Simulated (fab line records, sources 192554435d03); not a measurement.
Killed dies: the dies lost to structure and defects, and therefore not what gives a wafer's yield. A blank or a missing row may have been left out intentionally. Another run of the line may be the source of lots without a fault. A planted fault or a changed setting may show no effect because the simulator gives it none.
The tool behind it: which one? ; flow n5-finfet ; 72 wafers from 24 lots sampled at 5 of the route's 1938 steps

WHAT EACH GAUGE READ, for each wafer
N5_BEOL_M10_INSPECT_13: inspects for defects (brightfield).
lot;measured;on;raw-defect-count
L074;day 9 15:37;defect-inspect-01;288 493 443
L075;day 9 23:35;defect-inspect-02;420 386 439
L076;day 10 04:38;defect-inspect-02;369 486 342
L078;day 10 12:12;defect-inspect-01;367 266 368
L077;day 10 12:27;defect-inspect-02;269 285 280
L079;day 11 04:01;defect-inspect-02;439 433 570
L080;day 11 09:31;defect-inspect-01;380 459 421
L081;day 11 19:08;defect-inspect-01;438 382 339
L083;day 12 06:35;defect-inspect-01;409 466 321
L082;day 12 06:45;defect-inspect-01;278 354 327
L085;day 12 10:57;defect-inspect-01;360 490 400
L084;day 12 15:50;defect-inspect-02;335 473 503
L086;day 13 02:44;defect-inspect-02;646 424 446
L087;day 13 06:50;defect-inspect-01;312 391 500
L088;day 13 07:04;defect-inspect-02;413 433 379
L089;day 13 08:44;defect-inspect-01;243 250 227
L090;day 13 23:11;defect-inspect-02;331 275 451
L091;day 14 02:21;defect-inspect-02;419 408 355
L092;day 14 07:46;defect-inspect-01;340 396 360
L095;day 15 05:19;defect-inspect-01;483 473 591
L093;day 15 05:32;defect-inspect-02;428 260 364
L094;day 15 05:41;defect-inspect-02;394 417 490
L096;day 15 16:35;defect-inspect-02;269 352 314
L097;day 15 20:51;defect-inspect-01;258 330 323

N5_BEOL_M11_THK_MEAS_01.
lot;measured;on;M11_ILD_THK (nm)
L074;day 9 21:28;film-metro-02;266 269 269
L075;day 10 05:58;film-metro-02;270 281 270
L076;day 10 10:49;film-metro-02;266 270 267
L078;day 10 22:04;film-metro-01;262 271 270
L077;day 10 21:20;film-metro-01;267 276 272
L079;day 11 12:49;film-metro-01;269 264 266
L080;day 11 20:11;film-metro-02;268 274 278
L081;day 12 03:59;film-metro-01;264 272 271
L083;day 12 11:49;film-metro-01;268 272 269
L082;day 12 12:22;film-metro-01;271 263 271
L085;day 12 19:01;film-metro-01;261 264 268
L084;day 12 20:57;film-metro-01;266 273 274
L086;day 13 09:33;film-metro-02;270 265 277
L087;day 13 11:26;film-metro-01;265 271 267
L088;day 13 13:55;film-metro-02;265 279 275
L089;day 13 15:20;film-metro-01;266 258 273
L090;day 14 06:38;film-metro-01;263 270 265
L091;day 14 10:14;film-metro-02;271 264 272
L092;day 14 13:41;film-metro-01;264 266 266
L095;day 15 11:38;film-metro-02;265 265 273
L093;day 15 15:15;film-metro-02;272 266 269
L094;day 15 13:22;film-metro-01;271 265 270
L096;day 15 23:50;film-metro-02;264 268 275
L097;day 16 01:52;film-metro-01;263 274 273

WHICH TOOL RAN EACH LOT (tool, then ch and the chambers of the sampled wafers, then the start)
lot;N5_BEOL_M10_DESCUM_33;N5_BEOL_M10_VIA_ETCH_34;N5_BEOL_M10_STRIP_77
L074;rie-diel-06 ch 2,3, day 9 17:44;rie-diel-06 ch 2,3, day 9 17:56;rie-diel-06 ch 2,3, day 9 21:28 or earlier
L075;rie-diel-05 ch 0,1,2, day 10 01:03;rie-diel-05 ch 0,1,2, day 10 01:16;rie-diel-05 ch 0,1,2, day 10 05:58 or earlier
L076;rie-diel-06 ch 0,3, day 10 07:11;rie-diel-06 ch 0,3, day 10 07:24;rie-diel-06 ch 0,3, day 10 10:49 or earlier
L078;rie-diel-04 ch 0,1, day 10 16:49;rie-diel-04 ch 0,1, day 10 17:01;rie-diel-04 ch 0,1, day 10 22:04 or earlier
L077;rie-diel-04 ch 0,1,3, day 10 16:14;rie-diel-04 ch 0,1,3, day 10 16:27;rie-diel-04 ch 0,1,3, day 10 21:20 or earlier
L079;rie-diel-05 ch 0,1,2, day 11 09:07;rie-diel-05 ch 0,1,2, day 11 09:19;rie-diel-05 ch 0,1,2, day 11 12:49 or earlier
L080;rie-diel-04 ch 0,2, day 11 13:08;rie-diel-04 ch 0,2, day 11 13:21;rie-diel-04 ch 0,2, day 11 20:11 or earlier
L081;rie-diel-04 ch 0,1, day 11 22:49;rie-diel-04 ch 0,1, day 11 23:01;rie-diel-04 ch 0,1, day 12 03:59 or earlier
L083;rie-diel-06 ch 0,2, day 12 07:35;rie-diel-06 ch 0,2, day 12 07:47;rie-diel-06 ch 0,2, day 12 11:49 or earlier
L082;rie-diel-06 ch 0,3, day 12 08:05;rie-diel-06 ch 0,3, day 12 08:18;rie-diel-06 ch 0,3, day 12 12:22 or earlier
L085;rie-diel-06 ch 0,3, day 12 14:39;rie-diel-06 ch 0,3, day 12 14:52;rie-diel-06 ch 0,3, day 12 19:01 or earlier
L084;rie-diel-05 ch 0,2,3, day 12 16:49;rie-diel-05 ch 0,2,3, day 12 17:01;rie-diel-05 ch 0,2,3, day 12 20:57 or earlier
L086;rie-diel-06 ch 1,2,3, day 13 05:38;rie-diel-06 ch 1,2,3, day 13 05:50;rie-diel-06 ch 1,2,3, day 13 09:33 or earlier
L087;rie-diel-04 ch 0,1,2, day 13 07:55;rie-diel-04 ch 0,1,2, day 13 08:08;rie-diel-04 ch 0,1,2, day 13 11:26 or earlier
L088;rie-diel-06 ch 0,1,2, day 13 08:26;rie-diel-06 ch 0,1,2, day 13 08:38;rie-diel-06 ch 0,1,2, day 13 13:55 or earlier
L089;rie-diel-06 ch 0,2,3, day 13 09:41;rie-diel-06 ch 0,2,3, day 13 09:53;rie-diel-06 ch 0,2,3, day 13 15:20 or earlier
L090;rie-diel-04 ch 1,2,3, day 14 01:12;rie-diel-04 ch 1,2,3, day 14 01:25;rie-diel-04 ch 1,2,3, day 14 06:38 or earlier
L091;rie-diel-05 ch 0,1, day 14 05:28;rie-diel-05 ch 0,1, day 14 05:41;rie-diel-05 ch 0,1, day 14 10:14 or earlier
L092;rie-diel-05 ch 0,1,2, day 14 09:41;rie-diel-05 ch 0,1,2, day 14 09:53;rie-diel-05 ch 0,1,2, day 14 13:41 or earlier
L095;rie-diel-06 ch 0,1, day 15 06:20;rie-diel-06 ch 0,1, day 15 06:32;rie-diel-06 ch 0,1, day 15 11:38 or earlier
L093;rie-diel-04 ch 1,2,3, day 15 10:10;rie-diel-04 ch 1,2,3, day 15 10:22;rie-diel-04 ch 1,2,3, day 15 15:15 or earlier
L094;rie-diel-04 ch 0,2,3, day 15 08:58;rie-diel-04 ch 0,2,3, day 15 09:10;rie-diel-04 ch 0,2,3, day 15 13:22 or earlier
L096;rie-diel-06 ch 2,3, day 15 17:45;rie-diel-06 ch 2,3, day 15 17:58;rie-diel-06 ch 2,3, day 15 23:50 or earlier
L097;rie-diel-05 ch 1,2, day 15 22:11;rie-diel-05 ch 1,2, day 15 22:23;rie-diel-05 ch 1,2, day 16 01:52 or earlier
- N5_BEOL_M10_DESCUM_33: chemistry O2, time 7.9 s.
- N5_BEOL_M10_VIA_ETCH_34: etches SiCOH lowk in C4F6/O2, target depth 184.5 nm, time 69.2 s.
- N5_BEOL_M10_STRIP_77: strips in N2/H2, time 10 s.

WHAT THE TOOLS THEMSELVES READ (means of the sampled wafers that have a number; where no wafer has one, the mark that the record gives instead)
N5_BEOL_M10_DESCUM_33.
lot;tool;drypump-motor-current-A (A);oes-product-au (a.u.);rf-vpp-V (V);showerhead-plenum-p-Torr (Torr);throttle-valve-pct (%)
L074;rie-diel-06;6.0;0.74;244.6;2.13;20.11
L075;rie-diel-05;5.8;0.83;244.2;2.16;20.27
L076;rie-diel-06;5.8;0.74;242.4;2.05;20.27
L078;rie-diel-04;5.6;0.82;243.2;2.08;20.38
L077;rie-diel-04;5.5;0.82;243.1;2.09;20.47
L079;rie-diel-05;5.9;0.81;243.3;2.16;20.28
L080;rie-diel-04;5.6;0.91;242.8;2.08;20.28
L081;rie-diel-04;5.6;0.91;242.9;2.07;20.31
L083;rie-diel-06;5.9;0.74;244.2;2.12;20.00
L082;rie-diel-06;5.8;0.72;242.4;2.04;20.29
L085;rie-diel-06;5.7;0.73;243.1;2.04;20.16
L084;rie-diel-05;6.0;0.78;244.7;2.19;20.33
L086;rie-diel-06;6.0;0.80;242.8;2.09;20.18
L087;rie-diel-04;5.3;0.89;244.1;2.11;20.43
L088;rie-diel-06;5.9;0.81;244.3;2.09;20.05
L089;rie-diel-06;5.9;0.72;243.3;2.08;20.16
L090;rie-diel-04;5.1;0.88;242.9;2.11;20.51
L091;rie-diel-05;5.5;0.85;243.9;2.13;20.22
L092;rie-diel-05;5.8;0.79;244.6;2.15;20.32
L095;rie-diel-06;5.9;0.79;242.4;2.05;20.09
L093;rie-diel-04;5.1;0.88;244.2;2.11;20.53
L094;rie-diel-04;5.4;0.85;242.5;2.08;20.40
L096;rie-diel-06;5.9;0.70;244.0;2.06;20.33
L097;rie-diel-05;5.9;0.79;244.3;2.18;20.50

N5_BEOL_M10_VIA_ETCH_34.
lot;tool;drypump-motor-current-A (A);oes-product-au (a.u.);rf-vpp-V (V);showerhead-plenum-p-Torr (Torr);throttle-valve-pct (%)
L074;rie-diel-06;6.0;0.75;674;2.91;20.73
L075;rie-diel-05;5.9;0.84;660;2.95;20.78
L076;rie-diel-06;5.8;0.74;703;2.85;21.05
L078;rie-diel-04;5.6;0.83;645;2.82;20.86
L077;rie-diel-04;5.5;0.83;651;2.83;20.92
L079;rie-diel-05;5.9;0.82;660;2.94;20.80
L080;rie-diel-04;5.6;0.91;657;2.82;20.73
L081;rie-diel-04;5.6;0.92;645;2.82;20.77
L083;rie-diel-06;6.0;0.74;680;2.91;20.62
L082;rie-diel-06;5.8;0.72;702;2.84;21.09
L085;rie-diel-06;5.7;0.73;708;2.84;20.94
L084;rie-diel-05;6.0;0.79;638;2.96;20.76
L086;rie-diel-06;6.0;0.80;684;2.86;20.80
L087;rie-diel-04;5.3;0.90;659;2.86;20.86
L088;rie-diel-06;5.9;0.79;690;2.86;20.66
L089;rie-diel-06;5.9;0.71;692;2.87;20.85
L090;rie-diel-04;5.1;0.89;664;2.86;20.93
L091;rie-diel-05;5.5;0.84;682;2.90;20.75
L092;rie-diel-05;5.9;0.79;660;2.93;20.85
L095;rie-diel-06;5.9;0.78;706;2.83;20.76
L093;rie-diel-04;5.1;0.88;664;2.86;20.95
L094;rie-diel-04;5.4;0.85;663;2.82;20.84
L096;rie-diel-06;5.9;0.70;685;2.86;21.04
L097;rie-diel-05;6.0;0.79;639;2.95;20.97

N5_BEOL_M10_STRIP_77.
lot;tool;drypump-motor-current-A (A);oes-product-au (a.u.);rf-vpp-V (V);showerhead-plenum-p-Torr (Torr);throttle-valve-pct (%)
L074;rie-diel-06;6.0;0.74;59.4;2.62;23.63
L075;rie-diel-05;5.9;0.84;58.6;2.63;23.48
L076;rie-diel-06;5.8;0.73;59.8;2.53;23.80
L078;rie-diel-04;5.6;0.81;58.8;2.53;23.73
L077;rie-diel-04;5.5;0.82;58.7;2.52;23.55
L079;rie-diel-05;5.9;0.81;60.5;2.63;23.48
L080;rie-diel-04;5.5;0.91;58.9;2.53;23.71
L081;rie-diel-04;5.6;0.90;59.4;2.53;23.70
L083;rie-diel-06;6.0;0.73;59.7;2.62;23.52
L082;rie-diel-06;5.7;0.73;59.0;2.52;23.82
L085;rie-diel-06;5.7;0.73;58.6;2.53;23.69
L084;rie-diel-05;6.0;0.77;59.6;2.66;23.64
L086;rie-diel-06;6.0;0.80;59.3;2.54;23.54
L087;rie-diel-04;5.3;0.90;58.5;2.55;23.76
L088;rie-diel-06;6.0;0.80;59.3;2.55;23.40
L089;rie-diel-06;5.9;0.72;58.9;2.56;23.69
L090;rie-diel-04;5.1;0.88;58.8;2.54;23.58
L091;rie-diel-05;5.5;0.84;59.4;2.60;23.46
L092;rie-diel-05;5.9;0.79;59.4;2.62;23.53
L095;rie-diel-06;5.9;0.79;59.3;2.51;23.44
L093;rie-diel-04;5.1;0.87;59.7;2.53;23.60
L094;rie-diel-04;5.4;0.85;59.0;2.50;23.57
L096;rie-diel-06;5.9;0.69;59.7;2.55;23.84
L097;rie-diel-05;5.9;0.79;60.0;2.63;23.65

THE ANSWER, worked out from the rows above alone
Rule: usual is defined by the lots themselves. The widest of any qualifying gaps counts: lots, ordered by their means at a reading, are off when they make up no more than a third of the lots, leave a main group of 4 or more, and stand apart from it by 3 or more times the standard deviation of that group's means. A main group whose means are all the same, to the digits that the tables above print for the reading, isn't used. Also off: a lot with no number at a reading for which 4 or more lots have one. All remaining lots with rows at the step are treated as sound. Order of review: gauges by route order, followed by the tools' own readings, for which a lot's mean as printed above is used. At the first step where some lot is off, the reading lying furthest off is the one used; lots without a number count as furthest.
No lot is off on any of the readings shown, so nothing can be concluded from this.

WHAT HAD BEEN PUT IN BY THE SIMULATOR
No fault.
